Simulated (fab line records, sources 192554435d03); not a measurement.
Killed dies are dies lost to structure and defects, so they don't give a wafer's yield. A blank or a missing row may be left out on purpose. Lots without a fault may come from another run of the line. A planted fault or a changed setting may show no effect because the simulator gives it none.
A struck lot beside a sound one | flow n5_finfet | 15 steps out of a route of 1938
Sound: wafers L130.4, L130.5, L130.6. Struck: wafer L147.6. (L147.2 of the same lot was not struck and is left out.) The cause comes at the end.
At each step with rows: each side's tool, then ch and its chambers, then its first start. Under that, the readings that differ: sound wafers | struck wafers | difference of the means | sigmas: that difference in standard deviations of wafers without a fault.
alike: readings whose means differ by less than 2 such deviations, and words and numbers that are the same on both sides. not compared: withheld readings, readings that some wafer has no value for, bounds like >300 that may hide the same value, and numbers for which the record gives no deviation and whose values overlap.
The two part at a step that has a row with sigmas, a row that says differs or no value, or rows on one side only. Numbers that don't overlap but have no deviation are shown without sigmas and don't part them. A reading that every wafer of one side lacks parts them only if that side has two wafers or more.

N5_BEOL_M9_STRIP_80: strips in N2/H2, time 10 s.
  sound on rie_diel-04 ch 0,1; struck on rie_diel-04 ch 2
  alike: chamber_pressure_mTorr, drypump_motor_current_A, oes_product_au, rf_vpp_V, showerhead_plenum_p_Torr, throttle_valve_pct
  not compared: rf_hours_counter_h
N5_BEOL_M9_OCD_MEAS_38:
  sound on ocd-01, day 10 04:49; struck on ocd-02, day 14 19:13
  alike: trench_depth_nm
then, 4 steps without rows for these wafers: N5_BEOL_M9_HM_STRIP_39 (strips TiN in peroxide tin strip, target depth 25 nm, time 158 s); N5_BEOL_M9_SRD_40 (time 30 s); N5_BEOL_M9_PRECLEAN_42 (cleans in residue remover, time 60 s); N5_BEOL_M9_SRD_43 (time 30 s).
N5_BEOL_M9_CD_MEAS_35: target cd 70 nm, target cd y 40 nm.
  sound on cd_sem-03, day 10 04:58; struck on cd_sem-01, day 14 19:22
  alike: cd_nm
then, 2 steps without rows for these wafers: N5_BEOL_M9_CURE_72 (cures SiCOH lowk, time 120 s); N5_BEOL_M9_DEGAS_44 (time 60 s).
N5_BEOL_M9_PRE_CLEAN_45: time 30 s.
  sound on pvd_sputter-02, day 10 05:23; struck on pvd_sputter-03, day 14 20:01
  alike: heater_power_w
N5_BEOL_M9_ALD_74: deposits TaN, target thk 2 nm, pulse time 2 s, purge time 3 s.
  sound on ald_metal-04 ch 0,1,3, day 10 05:26; struck on ald_metal-01 ch 0, day 14 20:05
  alike: heater_power_w, precursor_vessel_temp_c
N5_BEOL_M9_SURFACE_TREAT_79:
  sound on pvd_sputter-03, day 10 05:43; struck on pvd_sputter-03, day 14 20:25
  not compared: throttle_valve_pct
N5_BEOL_M9_CVD_78: deposits Co from CCTBA/H2, target thk 2 nm, time 138.9 s.
  sound on cvd_co-02 ch 0,1,2, day 10 05:52; struck on cvd_co-02 ch 1, day 14 20:29
  reading          | sound             | struck | difference | sigmas
  run_length_s (s) | 162.3 162.0 163.2 | 99.0   | -63.5      | -99 or more
N5_BEOL_M9_SPUTTER_48: material Cu, target thk 12 nm, time 2 s.
  sound on pvd_sputter-03, day 10 05:55; struck on pvd_sputter-01, day 14 20:41
  reading                | sound          | struck | difference | sigmas
  throttle_valve_pct (%) | 30.8 31.0 28.7 | 32.8   | +2.6       | +2
-- the record jumps here: 2 days lie between the struck wafers' starts before and after (it left off in module BEOL_M9 and takes up again in module PASSIVATION, whose first step shown is number 1936 of the route) --
N5_PASSIVATION_PROBE_49:
  sound on prober-02, day 12 11:55; struck on prober-02, day 17 06:57
  alike: defect_limited_yield, killed_at_M0_to_M3, killed_at_M4_up, killed_at_contacts, killed_at_front_end, killed_at_other, killed_dies, killed_open, killed_short, sort_bin_4_leakage, sort_bin_5_function, sort_bin_6_memory, sort_bin_8_speed, sort_n_pass, sort_yield_pct

WHERE THEY PART
First at N5_BEOL_M9_CVD_78; last, within this record, at N5_BEOL_M9_SPUTTER_48. Later steps at which nothing parts them and some readings are alike: N5_PASSIVATION_PROBE_49.

WHY: what the simulator had put in
Process parameter drift: cvd_co-02, from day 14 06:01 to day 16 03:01, at N5_BEOL_M9_CVD_78. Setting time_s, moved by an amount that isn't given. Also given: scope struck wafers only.
